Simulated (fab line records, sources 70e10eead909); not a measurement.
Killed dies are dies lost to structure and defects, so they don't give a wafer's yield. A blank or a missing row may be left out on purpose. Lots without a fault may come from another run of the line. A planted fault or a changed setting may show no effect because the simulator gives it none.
Chamber matching | flow nand_harc | NHARC_A_SGD_CUT_DEP_00 on pecvd-03: 3 sister chambers
The step deposits SiNx, target thk 50 nm. 14 wafers are shown with their chamber, then 7 later ones without.

WAFERS WITH THEIR CHAMBER
wafer  | chamber | heater_power_w (W)
L245.2 | 0       | 534
L245.5 | 2       | 911
L245.6 | 1       | 645
L251.1 | 0       | 457
L251.2 | 2       | 833
L251.5 | 2       | 848
L252.1 | 1       | 771
L252.2 | 0       | 566
L252.4 | 2       | 890
L253.2 | 2       | 831
L253.3 | 0       | 533
L253.5 | 1       | 713
L262.1 | 1       | 738
L262.3 | 2       | 819

SIGNATURES (means of the wafers above)
reading        | chamber 0 | chamber 1 | chamber 2 | scatter within a chamber
heater_power_w | 522.50    | 716.75    | 855.33    | 44.5
Rule: a wafer's distance from a chamber is the root of the sum, over the readings, of the square of ((its reading less the chamber's mean) divided by the reading's scatter). The wafer belongs to the nearest chamber; if the next one is less than 2 further off, it can't be placed. The scatter: the root of (the sum of the squares of (reading less its chamber's mean) over the shown wafers, divided by (wafers less chambers)).

WAFERS WITHOUT THEIR CHAMBER
wafer  | heater_power_w (W)
L262.6 | 750
L268.2 | 457
L268.4 | 787
L268.5 | 460
L267.2 | 695
L267.3 | 643
L267.5 | 645

WHICH CHAMBER EACH WENT THROUGH
wafer  | from the rows above     | in truth
L262.6 | can't be placed: 1 or 2 | 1
L268.2 | 0                       | 0
L268.4 | can't be placed: 2 or 1 | 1
L268.5 | 0                       | 0
L267.2 | 1                       | 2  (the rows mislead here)
L267.3 | can't be placed: 1 or 0 | 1
L267.5 | can't be placed: 1 or 0 | 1
Placed correctly: 2 of 7. Can't be placed from these rows: 4 (the true chamber is among the candidates in 4). Placed wrongly: 1.
